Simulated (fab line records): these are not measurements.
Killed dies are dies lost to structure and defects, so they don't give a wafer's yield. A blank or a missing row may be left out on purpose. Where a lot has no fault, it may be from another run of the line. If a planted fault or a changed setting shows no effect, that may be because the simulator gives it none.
What tool caused it? / flow n5-finfet / 9 lots with 27 wafers sampled at 4 steps, on a route of 1938 steps

WHAT EACH GAUGE READ, for each wafer
N5_BEOL_M9_OCD_MEAS_38.
lot=L793; measured=day 10 04:07; on=ocd-01; trench-depth-nm (nm)=144 147 151
lot=L795; measured=day 10 12:25; on=ocd-01; trench-depth-nm (nm)=149 150 151
lot=L797; measured=day 11 09:08; on=ocd-02; trench-depth-nm (nm)=148 150 149
lot=L800; measured=day 12 04:22; on=ocd-02; trench-depth-nm (nm)=154 150 150
lot=L803; measured=day 12 21:30; on=ocd-01; trench-depth-nm (nm)=154 154 154
lot=L802; measured=day 12 21:55; on=ocd-02; trench-depth-nm (nm)=155 148 156
lot=L810; measured=day 14 17:17; on=ocd-01; trench-depth-nm (nm)=166 161 166
lot=L813; measured=day 15 00:17; on=ocd-02; trench-depth-nm (nm)=159 168 165
lot=L812; measured=day 15 14:01; on=ocd-02; trench-depth-nm (nm)=151 149 150

WHAT TOOL EACH LOT RAN ON (gives the tool, then ch and the chambers of the sampled wafers, and finally the start)
lot=L793; N5_BEOL_M9_DESCUM_16=rie-diel-05 ch 0,2,3, day 10 01:16; N5_BEOL_M9_VIA_ETCH_34=rie-diel-05 ch 1,2,3, day 10 03:49; N5_BEOL_M9_TRENCH_ETCH_37=rie-diel-05 ch 1,2,3, day 10 03:56
lot=L795; N5_BEOL_M9_DESCUM_16=rie-diel-03 ch 1,2,3, day 10 08:04; N5_BEOL_M9_VIA_ETCH_34=rie-diel-05 ch 0,2,3, day 10 12:08; N5_BEOL_M9_TRENCH_ETCH_37=rie-diel-05 ch 0,2,3, day 10 12:14
lot=L797; N5_BEOL_M9_DESCUM_16=rie-diel-05 ch 0,1,2, day 11 07:45; N5_BEOL_M9_VIA_ETCH_34=rie-diel-05 ch 0,2,3, day 11 08:52; N5_BEOL_M9_TRENCH_ETCH_37=rie-diel-05 ch 0,2,3, day 11 08:58
lot=L800; N5_BEOL_M9_DESCUM_16=rie-diel-05 ch 0,2,3, day 12 02:52; N5_BEOL_M9_VIA_ETCH_34=rie-diel-03 ch 0,1,2, day 12 04:05; N5_BEOL_M9_TRENCH_ETCH_37=rie-diel-03 ch 0,1,2, day 12 04:11
lot=L803; N5_BEOL_M9_DESCUM_16=rie-diel-05 ch 0,3, day 12 17:47; N5_BEOL_M9_VIA_ETCH_34=rie-diel-04 ch 0,2, day 12 21:13; N5_BEOL_M9_TRENCH_ETCH_37=rie-diel-04 ch 0,2, day 12 21:19
lot=L802; N5_BEOL_M9_DESCUM_16=rie-diel-04 ch 0,1, day 12 18:30; N5_BEOL_M9_VIA_ETCH_34=rie-diel-04 ch 0,1, day 12 21:39; N5_BEOL_M9_TRENCH_ETCH_37=rie-diel-04 ch 0,1, day 12 21:45
lot=L810; N5_BEOL_M9_DESCUM_16=rie-diel-03 ch 0,1,3, day 14 14:08; N5_BEOL_M9_VIA_ETCH_34=rie-diel-04 ch 1,2,3, day 14 16:57; N5_BEOL_M9_TRENCH_ETCH_37=rie-diel-04 ch 1,2,3, day 14 17:03
lot=L813; N5_BEOL_M9_DESCUM_16=rie-diel-05 ch 1,2,3, day 14 18:48; N5_BEOL_M9_VIA_ETCH_34=rie-diel-04 ch 0,1,2, day 15 00:01; N5_BEOL_M9_TRENCH_ETCH_37=rie-diel-04 ch 0,1,2, day 15 00:07
lot=L812; N5_BEOL_M9_DESCUM_16=rie-diel-05 ch 1,2, day 15 11:11; N5_BEOL_M9_VIA_ETCH_34=rie-diel-05 ch 0,2,3, day 15 13:44; N5_BEOL_M9_TRENCH_ETCH_37=rie-diel-05 ch 0,2,3, day 15 13:50
- N5_BEOL_M9_DESCUM_16: chemistry O2, time 7.9 s.
- N5_BEOL_M9_VIA_ETCH_34: etches SiCOH lowk in C4F6/O2, target depth 182.4 nm, time 68.4 s.
- N5_BEOL_M9_TRENCH_ETCH_37: etches SiCOH lowk in C4F6/O2, target depth 151.43 nm, time 49 s.

THE ANSWER, worked out from the rows above alone
Rule: what is usual is taken from the lots themselves. The widest of any qualifying gaps counts: lots, ordered by their means at a reading, are off when they make up no more than a third of the lots, leave a main group of 4 or more, and stand apart from it by 3 or more times the standard deviation of that group's means. If all means in a main group match to the digits the tables above print for the reading, that group is not used. A lot without any number at a reading at which 4 lots or more have one is off too. Where the step has rows for the other lots, those lots are counted as sound.
Off: L810, L813 (N5_BEOL_M9_OCD_MEAS_38, trench-depth-nm). For the main group the mean is 151 nm and the standard deviation 2.1.
If a tool, at a process step before that reading, ran all the lots that are off and no sound lot after the first of them, it fits. Gauges at N5_BEOL_M9_OCD_MEAS_38: tried the same way as those tools. One candidate fits, namely rie-diel-04 at N5_BEOL_M9_VIA_ETCH_34 and N5_BEOL_M9_TRENCH_ETCH_37. At N5_BEOL_M9_VIA_ETCH_34 its last sound lot is L802 (day 12 21:39), its first lot that is off L810 (day 14 16:57): a fault that began between those two fits.

WHAT THE SIMULATOR PUT IN
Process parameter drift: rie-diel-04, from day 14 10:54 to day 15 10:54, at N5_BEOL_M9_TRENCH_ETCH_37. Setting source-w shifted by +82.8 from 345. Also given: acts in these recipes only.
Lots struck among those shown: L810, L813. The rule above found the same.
